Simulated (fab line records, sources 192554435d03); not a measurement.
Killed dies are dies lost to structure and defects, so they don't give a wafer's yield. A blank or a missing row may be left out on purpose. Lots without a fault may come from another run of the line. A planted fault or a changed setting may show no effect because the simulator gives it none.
Tool commonality check | flow n5_finfet | 9 lots, 27 wafers sampled

WHY IT WAS OPENED
At N5_BEOL_M4_RC_MEAS_101 the reading CJ_N is flagged on 2 of 9 lots. Wafers without a fault read 4.35, standard deviation 0.08.
Rule: a lot is flagged when every wafer of it that has a number lies more than 4 standard deviations from that mean, or none has a number. The other lots count as sound.

lot  | measured     | on        | CJ_N, wafer by wafer | flag
L781 | day 8 02:04  | prober-02 | 4.37 4.44 4.47       |
L785 | day 9 01:45  | prober-01 | 4.36 4.38 4.34       |
L787 | day 9 20:53  | prober-02 | 4.47 4.48 4.47       |
L788 | day 10 11:20 | prober-01 | 4.31 4.38 4.37       |
L793 | day 11 16:36 | prober-01 | 4.35 4.31 4.31       |
L798 | day 12 20:43 | prober-02 | 3.69 3.69 3.67       | FLAGGED
L800 | day 13 05:14 | prober-02 | 3.62 3.68 3.61       | FLAGGED
L801 | day 13 05:51 | prober-01 | 4.33 4.38 4.34       |
L803 | day 14 10:37 | prober-01 | 4.31 4.28 4.33       |
The numbers of the flagged lots are 3.66 on average: -0.69 against the usual, or -9 standard deviations.

WHICH TOOL RAN EACH LOT
The record holds 4 process steps before the reading, out of a route of 1938 steps. In each cell: the tool, then ch and the chambers that the sampled wafers went through, then the start.
lot  | flag    | N5_WELL_APT_IMPLANT_32         | N5_PMOS_HMC_CHANNEL_EPI_ETCH_32   | N5_PMOS_HMC_CHANNEL_EPI_ETCH_38 | N5_PMOS_HMC_CHANNEL_EPI_FIN_RECESS_16
L781 |         | implanter-02 ch 0, day 1 21:40 | rie_diel-04 ch 0,3, day 1 23:33   | rie_si-02 ch 0,1,3, day 1 23:57 | rie_si-02 ch 0,1,3, day 1 23:58
L785 |         | implanter-02 ch 0, day 2 21:38 | rie_diel-03 ch 0,1,3, day 2 23:57 | rie_si-04 ch 0,2, day 3 00:21   | rie_si-04 ch 0,2, day 3 00:22
L787 |         | implanter-02 ch 0, day 3 09:27 | rie_diel-04 ch 0,2,3, day 3 11:21 | rie_si-05 ch 1,3, day 3 11:45   | rie_si-05 ch 1,3, day 3 11:46
L788 |         | implanter-01 ch 0, day 3 15:13 | rie_diel-03 ch 0,2,3, day 3 17:34 | rie_si-05 ch 0,1,2, day 3 17:58 | rie_si-05 ch 0,1,2, day 3 17:59
L793 |         | implanter-01 ch 0, day 4 21:35 | rie_diel-03 ch 0,1,3, day 4 23:55 | rie_si-05 ch 0,3, day 5 00:32   | rie_si-05 ch 0,3, day 5 00:33
L798 | FLAGGED | implanter-02 ch 0, day 6 03:44 | rie_diel-04 ch 0,2, day 6 06:59   | rie_si-02 ch 0,1, day 6 07:23   | rie_si-02 ch 0,1, day 6 07:24
L800 | FLAGGED | implanter-02 ch 0, day 6 15:56 | rie_diel-03 ch 0,1, day 6 18:20   | rie_si-04 ch 1,2,3, day 6 18:44 | rie_si-04 ch 1,2,3, day 6 18:46
L801 |         | implanter-01 ch 0, day 6 21:49 | rie_diel-05 ch 0,1, day 7 00:59   | rie_si-04 ch 0,1,3, day 7 01:23 | rie_si-04 ch 0,1,3, day 7 01:25
L803 |         | implanter-01 ch 0, day 7 09:16 | rie_diel-03 ch 0,1,3, day 7 11:16 | rie_si-02 ch 0,1,3, day 7 11:40 | rie_si-02 ch 0,1,3, day 7 11:41
What these steps do:
- N5_WELL_APT_IMPLANT_32
- N5_PMOS_HMC_CHANNEL_EPI_ETCH_32: etches BARC in N2/H2, stops on SiO2, target depth 85.8 nm, time 50.3 s.
- N5_PMOS_HMC_CHANNEL_EPI_ETCH_38: etches SiO2 in CF4, target depth 1.5 nm.
- N5_PMOS_HMC_CHANNEL_EPI_FIN_RECESS_16: chemistry HBr/Cl2, target Si, target depth 54 nm, time 18 s.
- N5_BEOL_M4_RC_MEAS_101

FLAGGED OVER TOTAL, TOOL BY TOOL (the gauges that took the reading come last)
step                                  | tool         | lots run | flagged | share of the flagged lots | sound lots run after its first flagged lot
N5_WELL_APT_IMPLANT_32                | implanter-01 | 4        | 0       | none                      | -
N5_WELL_APT_IMPLANT_32                | implanter-02 | 5        | 2       | all                       | 0
N5_PMOS_HMC_CHANNEL_EPI_ETCH_32       | rie_diel-03  | 5        | 1       | some                      | 1 (L803)
N5_PMOS_HMC_CHANNEL_EPI_ETCH_32       | rie_diel-04  | 3        | 1       | some                      | 0
N5_PMOS_HMC_CHANNEL_EPI_ETCH_32       | rie_diel-05  | 1        | 0       | none                      | -
N5_PMOS_HMC_CHANNEL_EPI_ETCH_38       | rie_si-02    | 3        | 1       | some                      | 1 (L803)
N5_PMOS_HMC_CHANNEL_EPI_ETCH_38       | rie_si-04    | 3        | 1       | some                      | 1 (L801)
N5_PMOS_HMC_CHANNEL_EPI_ETCH_38       | rie_si-05    | 3        | 0       | none                      | -
N5_PMOS_HMC_CHANNEL_EPI_FIN_RECESS_16 | rie_si-02    | 3        | 1       | some                      | 1 (L803)
N5_PMOS_HMC_CHANNEL_EPI_FIN_RECESS_16 | rie_si-04    | 3        | 1       | some                      | 1 (L801)
N5_PMOS_HMC_CHANNEL_EPI_FIN_RECESS_16 | rie_si-05    | 3        | 0       | none                      | -
N5_BEOL_M4_RC_MEAS_101                | prober-01    | 5        | 0       | none                      | -
N5_BEOL_M4_RC_MEAS_101                | prober-02    | 4        | 2       | all                       | 0

WHAT THE TABLE ALLOWS
2 rows of the table ran every flagged lot: implanter-02 at N5_WELL_APT_IMPLANT_32, prober-02 at N5_BEOL_M4_RC_MEAS_101.
- implanter-02 at N5_WELL_APT_IMPLANT_32: 2 of its 5 lots flagged. Its last sound lot is L787 (day 3 09:27), its first flagged lot L798 (day 6 03:44): a fault that began between those two fits. Its own readings lie more than 4 standard deviations out on every wafer of the flagged lots: beam_energy_keV.
- prober-02 at N5_BEOL_M4_RC_MEAS_101: 2 of its 4 lots flagged. Its last sound lot is L787 (day 9 20:53), its first flagged lot L798 (day 12 20:43): a fault that began between those two fits.
Counting lots can't tell these 2 tools apart, because each fits a fault that began at some hour. More lots, or a look at what each step does to the wafer, might.

WHAT THE SIMULATOR HAD PUT IN
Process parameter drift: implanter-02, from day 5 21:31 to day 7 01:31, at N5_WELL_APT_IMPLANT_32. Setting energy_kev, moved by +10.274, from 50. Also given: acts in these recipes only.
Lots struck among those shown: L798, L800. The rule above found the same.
